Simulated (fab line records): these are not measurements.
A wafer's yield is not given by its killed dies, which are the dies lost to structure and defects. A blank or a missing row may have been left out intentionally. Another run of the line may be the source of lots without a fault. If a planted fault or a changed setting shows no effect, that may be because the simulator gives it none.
Which tool did it?    flow n5Finfet    10 lots, 30 wafers sampled, at 2 steps of a route of 1938

## WHAT THE GAUGES READ, wafer by wafer
N5_BEOL_M9_INSPECT_13: inspects for defects (brightfield).
lot   measured      on                rawDefectCount
L362  day 10 08:19  defectInspect-02  538 326 286
L363  day 10 20:07  defectInspect-01  320 389 426
L370  day 12 16:32  defectInspect-01  235 250 233
L377  day 13 19:40  defectInspect-02  434 351 457
L376  day 14 04:32  defectInspect-02  397 712 568
L378  day 14 15:20  defectInspect-01  369 330 266
L379  day 14 19:51  defectInspect-01  426 379 343
L382  day 15 07:51  defectInspect-02  458 452 371
L383  day 15 16:23  defectInspect-02  438 401 535
L384  day 15 21:35  defectInspect-02  495 379 353

## WHICH TOOL RAN EACH LOT (tool, then ch and the chambers of the sampled wafers, then the start)
lot   N5_BEOL_M8_DEGAS_44
L362  pvdSputter-02, day 10 02:46
L363  pvdSputter-01, day 10 13:33
L370  pvdSputter-02, day 12 10:43
L377  pvdSputter-02, day 13 15:35
L376  pvdSputter-01, day 13 23:53
L378  pvdSputter-03, day 14 10:32
L379  pvdSputter-02, day 14 13:53
L382  pvdSputter-01, day 15 03:30
L383  pvdSputter-03, day 15 11:57
L384  pvdSputter-01, day 15 16:08
- N5_BEOL_M8_DEGAS_44: time 60 s.

## AS READ BY THE TOOLS THEMSELVES (means over the sampled wafers that have a number; for cases with no such wafer, the mark the record gives instead)
N5_BEOL_M8_DEGAS_44.
lot   tool           heaterPowerW (W)
L362  pvdSputter-02  322
L363  pvdSputter-01  304
L370  pvdSputter-02  304
L377  pvdSputter-02  316
L376  pvdSputter-01  370
L378  pvdSputter-03  350
L379  pvdSputter-02  308
L382  pvdSputter-01  334
L383  pvdSputter-03  345
L384  pvdSputter-01  302

## THE ANSWER, worked out from the rows above alone
Rule: the lots themselves supply what counts as usual. Put in order of their means at a reading, lots are off if they are a third of the lots or fewer, leave a main group of 4 or more, and stand apart from it by a gap of 3 or more times the standard deviation of the main group's means; of several such gaps the widest counts. A main group is skipped when, at the precision printed for the reading in the tables above, its means are all equal. Also off: a lot with no number at a reading for which 4 or more lots have one. All remaining lots with rows at the step are treated as sound. After the gauges, taken in route order, come the tools' own readings; for these a lot's mean is taken, as printed above. At the first step where some lot is off, the reading lying furthest off is the one used; lots without a number count as furthest.
No lot is off at any reading shown: from this, nothing can be told.

## WHAT THE SIMULATOR PUT IN
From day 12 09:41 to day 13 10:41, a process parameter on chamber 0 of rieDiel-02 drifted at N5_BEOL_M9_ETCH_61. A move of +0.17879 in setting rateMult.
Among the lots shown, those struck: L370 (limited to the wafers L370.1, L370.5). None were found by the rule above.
